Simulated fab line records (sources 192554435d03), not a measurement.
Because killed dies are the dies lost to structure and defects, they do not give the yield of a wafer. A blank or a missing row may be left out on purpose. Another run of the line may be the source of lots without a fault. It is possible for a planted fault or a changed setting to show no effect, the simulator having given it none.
Which tool is to blame? | flow n5 finfet | 72 wafers from 24 lots sampled at 6 of the route's 1938 steps

WHAT THE GAUGES SHOWED, per wafer
The record holds no reading of a measuring or inspecting step that can be judged against a usual standard deviation.

WHICH TOOL RAN EACH LOT (tool, then ch and the chambers of the sampled wafers, then the start)
lot  | N5_BEOL_M2_STRIP_66                | N5_BEOL_M2_SPUTTER_48        | N5_BEOL_M2_ANNEAL_89         | N5_BEOL_M2_ANNEAL_91         | N5_BEOL_M2_CMP_52             | N5_BEOL_M3_HM_DEP_02
L074 | rie diel-04 ch 0,2,3, day 6 21:35  | pvd sputter-01, day 6 23:50  | pvd sputter-01, day 7 00:48  | pvd sputter-01, day 7 01:01  | cmp-03 ch 1,2,3, day 7 02:22  | pvd sputter-01, day 7 03:25
L077 | rie diel-04 ch 0,2, day 7 06:54    | pvd sputter-02, day 7 15:07  | pvd sputter-02, day 7 16:05  | pvd sputter-02, day 7 16:18  | cmp-03 ch 0,1,3, day 7 17:28  | pvd sputter-02, day 7 20:31
L076 | rie diel-02 ch 0,1,3, day 7 08:14  | pvd sputter-01, day 7 18:42  | pvd sputter-01, day 7 19:40  | pvd sputter-01, day 7 19:53  | cmp-02 ch 0,1,2, day 7 21:19  | pvd sputter-02, day 8 00:02
L075 | rie diel-04 ch 0,1,3, day 7 10:10  | pvd sputter-03, day 7 20:16  | pvd sputter-03, day 7 21:13  | pvd sputter-03, day 7 21:26  | cmp-02 ch 2,3, day 7 22:35    | pvd sputter-01, day 8 00:06
L078 | rie diel-04 ch 0,2,3, day 7 11:25  | pvd sputter-02, day 7 21:40  | pvd sputter-02, day 7 22:37  | pvd sputter-02, day 7 22:50  | cmp-02 ch 1,2,3, day 7 23:55  | pvd sputter-03, day 8 00:41
L080 | rie diel-04 ch 2,3, day 8 00:19    | pvd sputter-01, day 8 02:37  | pvd sputter-01, day 8 03:35  | pvd sputter-01, day 8 03:48  | cmp-02 ch 0,2,3, day 8 04:55  | pvd sputter-01, day 8 06:02
L079 | rie diel-04 ch 0,3, day 8 00:40    | pvd sputter-02, day 8 03:19  | pvd sputter-02, day 8 04:17  | pvd sputter-02, day 8 04:30  | cmp-02 ch 0,1,3, day 8 06:05  | pvd sputter-02, day 8 08:55
L081 | rie diel-05 ch 1,2, day 8 06:05    | pvd sputter-02, day 8 10:18  | pvd sputter-02, day 8 11:16  | pvd sputter-02, day 8 11:29  | cmp-02 ch 1,2,3, day 8 12:38  | pvd sputter-01, day 8 13:51
L082 | rie diel-02 ch 1,2,3, day 8 13:42  | pvd sputter-03, day 8 19:01  | pvd sputter-03, day 8 19:59  | pvd sputter-03, day 8 20:12  | cmp-01 ch 0,3, day 8 21:17    | pvd sputter-02, day 8 22:55
L083 | rie diel-02 ch 0,2,3, day 9 00:56  | pvd sputter-02, day 9 05:34  | pvd sputter-02, day 9 06:31  | pvd sputter-02, day 9 06:44  | cmp-03 ch 0,2,3, day 9 07:49  | pvd sputter-01, day 9 09:04
L085 | rie diel-02 ch 1,3, day 9 15:59    | pvd sputter-01, day 9 21:13  | pvd sputter-01, day 9 22:11  | pvd sputter-01, day 9 22:24  | cmp-01 ch 0,2,3, day 9 23:29  | pvd sputter-02, day 10 00:16
L086 | rie diel-02 ch 1,2,3, day 9 23:44  | pvd sputter-03, day 10 06:27 | pvd sputter-03, day 10 07:25 | pvd sputter-03, day 10 07:38 | cmp-01 ch 0,2,3, day 10 08:43 | pvd sputter-02, day 10 09:35
L084 | rie diel-02 ch 0,1,2, day 10 03:48 | pvd sputter-02, day 10 07:24 | pvd sputter-02, day 10 08:22 | pvd sputter-02, day 10 08:35 | cmp-01 ch 1,2,3, day 10 09:44 | pvd sputter-03, day 10 10:29
L087 | rie diel-05 ch 2,3, day 10 04:26   | pvd sputter-01, day 10 09:40 | pvd sputter-01, day 10 10:38 | pvd sputter-01, day 10 10:51 | cmp-01 ch 0,1,2, day 10 11:59 | pvd sputter-02, day 10 12:47
L088 | rie diel-05 ch 2,3, day 10 05:13   | pvd sputter-02, day 10 10:04 | pvd sputter-02, day 10 11:01 | pvd sputter-02, day 10 11:14 | cmp-01 ch 0,1,2, day 10 12:26 | pvd sputter-03, day 10 14:37
L090 | rie diel-05 ch 0,2,3, day 10 10:44 | pvd sputter-01, day 10 16:14 | pvd sputter-01, day 10 17:11 | pvd sputter-01, day 10 17:25 | cmp-02 ch 0,2,3, day 10 18:32 | pvd sputter-03, day 10 19:27
L089 | rie diel-02 ch 0,2,3, day 10 13:20 | pvd sputter-01, day 10 19:23 | pvd sputter-01, day 10 20:21 | pvd sputter-01, day 10 20:34 | cmp-01 ch 0,1,2, day 10 21:38 | pvd sputter-02, day 10 22:46
L091 | rie diel-02 ch 1,2,3, day 10 19:49 | pvd sputter-02, day 11 04:02 | pvd sputter-02, day 11 05:00 | pvd sputter-02, day 11 05:13 | cmp-02 ch 0,1,2, day 11 06:18 | pvd sputter-03, day 11 07:45
L092 | rie diel-05 ch 1,2, day 11 06:32   | pvd sputter-01, day 11 12:14 | pvd sputter-01, day 11 13:11 | pvd sputter-01, day 11 13:25 | cmp-02 ch 1,2, day 11 14:31   | pvd sputter-01, day 11 16:16
L093 | rie diel-05 ch 0,2,3, day 11 06:46 | pvd sputter-02, day 12 00:23 | pvd sputter-02, day 12 01:21 | pvd sputter-02, day 12 01:34 | cmp-03 ch 0,2,3, day 12 02:38 | pvd sputter-01, day 12 06:08
L094 | rie diel-02 ch 0,3, day 11 13:55   | pvd sputter-03, day 12 03:34 | pvd sputter-03, day 12 04:31 | pvd sputter-03, day 12 04:44 | cmp-01 ch 0,1, day 12 05:51   | pvd sputter-01, day 12 07:02
L095 | rie diel-05 ch 0,2,3, day 11 22:24 | pvd sputter-03, day 12 05:24 | pvd sputter-03, day 12 06:22 | pvd sputter-03, day 12 06:35 | cmp-01 ch 1,3, day 12 07:46   | pvd sputter-03, day 12 09:28
L096 | rie diel-05 ch 0,2,3, day 11 22:43 | pvd sputter-02, day 12 09:00 | pvd sputter-02, day 12 09:58 | pvd sputter-02, day 12 10:11 | cmp-02 ch 1,2,3, day 12 11:17 | pvd sputter-03, day 12 12:49
L097 | rie diel-02 ch 0,1,3, day 12 12:39 | pvd sputter-02, day 12 16:14 | pvd sputter-02, day 12 17:12 | pvd sputter-02, day 12 17:25 | cmp-01 ch 0,1,2, day 12 18:37 | pvd sputter-02, day 12 21:06
- N5_BEOL_M2_STRIP_66: strips in CF4.
- N5_BEOL_M2_SPUTTER_48: material Cu, target thk 4.5 nm, time 8.29 s.
- N5_BEOL_M2_ANNEAL_89: time 240 s.
- N5_BEOL_M2_ANNEAL_91: time 240 s.
- N5_BEOL_M2_CMP_52: polishes, stops on SiOC, t overpolish 6.8 s, target thk 40 nm.
- N5_BEOL_M3_HM_DEP_02: deposits TiN, target thk 20 nm.

WHAT THE TOOLS THEMSELVES READ (means of the sampled wafers that have a number; where no wafer has one, the mark that the record gives instead)
N5_BEOL_M2_STRIP_66.
lot  | tool        | bias power w (W) | drypump motor current A (A) | oes product au (a.u.) | rf vpp V (V) | showerhead plenum p Torr (Torr) | throttle valve pct (%)
L074 | rie diel-04 | 74.95            | 5.4                         | 0.76                  | 268.9        | 1.74                            | 13.61
L077 | rie diel-04 | 75.30            | 5.5                         | 0.76                  | 269.6        | 1.73                            | 13.66
L076 | rie diel-02 | 75.16            | 5.3                         | 0.83                  | 271.9        | 1.80                            | 13.46
L075 | rie diel-04 | 74.84            | 5.6                         | 0.71                  | 269.6        | 1.76                            | 13.77
L078 | rie diel-04 | 75.05            | 5.4                         | 0.77                  | 269.9        | 1.73                            | 13.63
L080 | rie diel-04 | 74.81            | 5.3                         | 0.77                  | 269.8        | 1.73                            | 13.59
L079 | rie diel-04 | 74.97            | 5.7                         | 0.70                  | 269.1        | 1.72                            | 13.73
L081 | rie diel-05 | 75.03            | 5.8                         | 0.72                  | 272.0        | 1.81                            | 13.65
L082 | rie diel-02 | 75.23            | 5.4                         | 0.82                  | 271.8        | 1.85                            | 13.54
L083 | rie diel-02 | 74.93            | 5.7                         | 0.76                  | 272.0        | 1.80                            | 13.66
L085 | rie diel-02 | 74.92            | 5.1                         | 0.85                  | 272.4        | 1.84                            | 13.37
L086 | rie diel-02 | 75.15            | 5.4                         | 0.80                  | 271.9        | 1.84                            | 13.56
L084 | rie diel-02 | 74.97            | 5.5                         | 0.75                  | 270.6        | 1.79                            | 13.60
L087 | rie diel-05 | 74.97            | 5.8                         | 0.76                  | 272.7        | 1.87                            | 13.56
L088 | rie diel-05 | 75.24            | 5.8                         | 0.81                  | 273.2        | 1.88                            | 13.46
L090 | rie diel-05 | 75.04            | 5.5                         | 0.77                  | 272.0        | 1.85                            | 13.45
L089 | rie diel-02 | 74.96            | 5.7                         | 0.74                  | 271.9        | 1.79                            | 13.70
L091 | rie diel-02 | 74.85            | 5.4                         | 0.79                  | 271.4        | 1.84                            | 13.58
L092 | rie diel-05 | 75.27            | 5.8                         | 0.70                  | 270.9        | 1.81                            | 13.71
L093 | rie diel-05 | 74.98            | 5.5                         | 0.77                  | 272.0        | 1.85                            | 13.45
L094 | rie diel-02 | 75.04            | 5.5                         | 0.79                  | 270.6        | 1.79                            | 13.63
L095 | rie diel-05 | 74.69            | 5.5                         | 0.77                  | 272.1        | 1.85                            | 13.47
L096 | rie diel-05 | 75.02            | 5.6                         | 0.77                  | 273.4        | 1.85                            | 13.47
L097 | rie diel-02 | 75.14            | 5.3                         | 0.77                  | 270.7        | 1.79                            | 13.56

N5_BEOL_M2_SPUTTER_48.
lot  | tool           | throttle valve pct (%)
L074 | pvd sputter-01 | 29.3
L077 | pvd sputter-02 | 29.8
L076 | pvd sputter-01 | 29.3
L075 | pvd sputter-03 | 30.9
L078 | pvd sputter-02 | 29.8
L080 | pvd sputter-01 | 30.7
L079 | pvd sputter-02 | 29.8
L081 | pvd sputter-02 | 29.7
L082 | pvd sputter-03 | 28.4
L083 | pvd sputter-02 | 30.2
L085 | pvd sputter-01 | 28.8
L086 | pvd sputter-03 | 30.2
L084 | pvd sputter-02 | 29.7
L087 | pvd sputter-01 | 30.2
L088 | pvd sputter-02 | 29.6
L090 | pvd sputter-01 | 29.6
L089 | pvd sputter-01 | 30.7
L091 | pvd sputter-02 | 30.1
L092 | pvd sputter-01 | 30.5
L093 | pvd sputter-02 | 29.5
L094 | pvd sputter-03 | 28.9
L095 | pvd sputter-03 | 29.6
L096 | pvd sputter-02 | 29.6
L097 | pvd sputter-02 | 29.6

N5_BEOL_M2_ANNEAL_89.
lot  | tool           | heater power w (W)
L074 | pvd sputter-01 | 797
L077 | pvd sputter-02 | 928
L076 | pvd sputter-01 | 802
L075 | pvd sputter-03 | 743
L078 | pvd sputter-02 | 917
L080 | pvd sputter-01 | 760
L079 | pvd sputter-02 | 908
L081 | pvd sputter-02 | 885
L082 | pvd sputter-03 | 1034
L083 | pvd sputter-02 | 1027
L085 | pvd sputter-01 | 833
L086 | pvd sputter-03 | 756
L084 | pvd sputter-02 | 864
L087 | pvd sputter-01 | 792
L088 | pvd sputter-02 | 888
L090 | pvd sputter-01 | 830
L089 | pvd sputter-01 | 745
L091 | pvd sputter-02 | 995
L092 | pvd sputter-01 | 817
L093 | pvd sputter-02 | 881
L094 | pvd sputter-03 | 930
L095 | pvd sputter-03 | 875
L096 | pvd sputter-02 | 891
L097 | pvd sputter-02 | 869

N5_BEOL_M2_ANNEAL_91.
lot  | tool           | heater power w (W)
L074 | pvd sputter-01 | 798
L077 | pvd sputter-02 | 921
L076 | pvd sputter-01 | 805
L075 | pvd sputter-03 | 741
L078 | pvd sputter-02 | 914
L080 | pvd sputter-01 | 759
L079 | pvd sputter-02 | 909
L081 | pvd sputter-02 | 892
L082 | pvd sputter-03 | 1060
L083 | pvd sputter-02 | 1030
L085 | pvd sputter-01 | 826
L086 | pvd sputter-03 | 755
L084 | pvd sputter-02 | 886
L087 | pvd sputter-01 | 785
L088 | pvd sputter-02 | 887
L090 | pvd sputter-01 | 831
L089 | pvd sputter-01 | 762
L091 | pvd sputter-02 | 1000
L092 | pvd sputter-01 | 826
L093 | pvd sputter-02 | 871
L094 | pvd sputter-03 | 931
L095 | pvd sputter-03 | 862
L096 | pvd sputter-02 | 894
L097 | pvd sputter-02 | 880

N5_BEOL_M2_CMP_52.
lot  | tool   | barrier field endpoint s (s) | motor current A (A) | overpolish run s (s) | time to endpoint s (s)
L074 | cmp-03 | 24.5                         | 7.1                 | 6.805                | 61
L077 | cmp-03 | 25.2                         | 6.6                 | 6.805                | 64
L076 | cmp-02 | 24.6                         | 5.8                 | 6.792                | 59
L075 | cmp-02 | 24.8                         | 6.4                 | 6.789                | 58
L078 | cmp-02 | 23.6                         | 6.3                 | 6.809                | 58
L080 | cmp-02 | 24.0                         | 6.7                 | 6.798                | 62
L079 | cmp-02 | 24.2                         | 6.3                 | 6.801                | 60
L081 | cmp-02 | 23.9                         | 6.2                 | 6.794                | 58
L082 | cmp-01 | 24.8                         | 6.0                 | 6.809                | 64
L083 | cmp-03 | 25.7                         | 6.5                 | 6.795                | 65
L085 | cmp-01 | 26.0                         | 5.9                 | 6.798                | 67
L086 | cmp-01 | 25.4                         | 5.7                 | 6.798                | 63
L084 | cmp-01 | 25.5                         | 6.1                 | 6.804                | 65
L087 | cmp-01 | 24.9                         | 5.4                 | 6.811                | 65
L088 | cmp-01 | 24.8                         | 5.5                 | 6.798                | 62
L090 | cmp-02 | 24.2                         | 6.3                 | 6.798                | 61
L089 | cmp-01 | 25.5                         | 5.5                 | 6.800                | 62
L091 | cmp-02 | 24.3                         | 6.2                 | 6.799                | 60
L092 | cmp-02 | 24.1                         | 6.2                 | 6.802                | 60
L093 | cmp-03 | 24.1                         | 6.6                 | 6.811                | 65
L094 | cmp-01 | 24.8                         | 5.4                 | 6.799                | 65
L095 | cmp-01 | 24.7                         | 6.0                 | 6.797                | 64
L096 | cmp-02 | 23.8                         | 6.3                 | 6.803                | 58
L097 | cmp-01 | 24.7                         | 5.5                 | 6.789                | 61

N5_BEOL_M3_HM_DEP_02.
lot  | tool           | throttle valve pct (%)
L074 | pvd sputter-01 | 30.2
L077 | pvd sputter-02 | 30.3
L076 | pvd sputter-02 | 29.3
L075 | pvd sputter-01 | 30.9
L078 | pvd sputter-03 | 30.4
L080 | pvd sputter-01 | 29.7
L079 | pvd sputter-02 | 29.9
L081 | pvd sputter-01 | 30.1
L082 | pvd sputter-02 | 29.1
L083 | pvd sputter-01 | 30.1
L085 | pvd sputter-02 | 29.2
L086 | pvd sputter-02 | 30.1
L084 | pvd sputter-03 | 30.1
L087 | pvd sputter-02 | 29.9
L088 | pvd sputter-03 | 29.2
L090 | pvd sputter-03 | 30.2
L089 | pvd sputter-02 | 30.2
L091 | pvd sputter-03 | 29.6
L092 | pvd sputter-01 | 30.0
L093 | pvd sputter-01 | 29.3
L094 | pvd sputter-01 | 29.4
L095 | pvd sputter-03 | 30.6
L096 | pvd sputter-03 | 30.0
L097 | pvd sputter-02 | 30.0

THE ANSWER, worked out from the rows above alone
Rule: what is usual is taken from the lots themselves. The widest of any qualifying gaps counts: lots, ordered by their means at a reading, are off when they make up no more than a third of the lots, leave a main group of 4 or more, and stand apart from it by 3 or more times the standard deviation of that group's means. The tables above print the reading to a certain number of digits; a main group whose means all agree to those digits is not used. Also off: a lot with no number at a reading for which 4 or more lots have one. Where the step has rows for the other lots, those lots are counted as sound. Order of review: gauges by route order, followed by the tools' own readings, for which a lot's mean as printed above is used. The first step at which some lot is off is used, and at that step the reading that is off furthest; a lot without a number counts as furthest.
Nothing can be told from this: no lot is off at any reading shown.

WHAT HAD BEEN PUT IN BY THE SIMULATOR
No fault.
